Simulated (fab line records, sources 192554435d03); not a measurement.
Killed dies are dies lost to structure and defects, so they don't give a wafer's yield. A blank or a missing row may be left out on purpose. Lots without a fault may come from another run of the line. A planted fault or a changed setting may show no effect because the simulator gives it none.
Chamber matching | flow n5_finfet | N5_BEOL_M8_CURE_74 on uv_cure-01: 3 sister chambers
The step cures SiCOH lowk, time 240 s. 18 wafers are shown with their chamber, then 9 later ones without.

WAFERS WITH THEIR CHAMBER
wafer  | chamber | wafer_temp_C_max | lamp_power_pct (%)
L074.1 | 2       | 387.0            | 52.33
L074.2 | 2       | 387.3            | 52.35
L074.3 | 2       | 386.1            | 52.39
L076.2 | 2       | 386.9            | 52.41
L076.5 | 2       | 386.8            | 52.28
L076.6 | 2       | 386.7            | 52.32
L078.2 | 0       | 387.2            | 52.30
L078.4 | 0       | 387.3            | 52.37
L078.6 | 0       | 386.9            | 52.32
L087.4 | 0       | 387.0            | 52.23
L087.5 | 0       | 386.4            | 52.26
L087.6 | 0       | 387.4            | 52.39
L089.2 | 1       | 388.0            | 52.38
L089.3 | 1       | 388.6            | 52.35
L089.6 | 1       | 389.1            | 52.40
L091.1 | 2       | 387.7            | 52.25
L091.4 | 2       | 386.7            | 52.26
L091.5 | 2       | 386.9            | 52.29

SIGNATURES (means of the wafers above)
reading          | chamber 0 | chamber 1 | chamber 2 | scatter within a chamber
wafer_temp_C_max | 387.033   | 388.567   | 386.900   | 0.432
lamp_power_pct   | 52.3117   | 52.3767   | 52.3200   | 0.055
Rule: a wafer's distance from a chamber is the root of the sum, over the readings, of the square of ((its reading less the chamber's mean) divided by the reading's scatter). The wafer belongs to the nearest chamber; if the next one is less than 2 further off, it can't be placed. The scatter: the root of (the sum of the squares of (reading less its chamber's mean) over the shown wafers, divided by (wafers less chambers)).

WAFERS WITHOUT THEIR CHAMBER
wafer  | wafer_temp_C_max | lamp_power_pct (%)
L093.1 | 386.6            | 52.27
L093.3 | 386.6            | 52.36
L093.4 | 387.1            | 52.35
L097.3 | 386.8            | 52.30
L097.4 | 387.5            | 52.29
L097.6 | 386.5            | 52.37
L096.1 | 387.5            | 52.33
L096.2 | 387.2            | 52.35
L096.3 | 387.5            | 52.29

WHICH CHAMBER EACH WENT THROUGH
wafer  | from the rows above          | in truth
L093.1 | can't be placed: 2 or 0      | 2
L093.3 | can't be placed: 2 or 0      | 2
L093.4 | can't be placed: 0 or 2      | 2
L097.3 | can't be placed: 2 or 0      | 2
L097.4 | can't be placed: 0 or 2 or 1 | 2
L097.6 | can't be placed: 2 or 0      | 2
L096.1 | can't be placed: 0 or 2 or 1 | 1
L096.2 | can't be placed: 0 or 2      | 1
L096.3 | can't be placed: 0 or 2 or 1 | 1
Placed correctly: 0 of 9. Can't be placed from these rows: 9 (the true chamber is among the candidates in 8). Placed wrongly: 0.
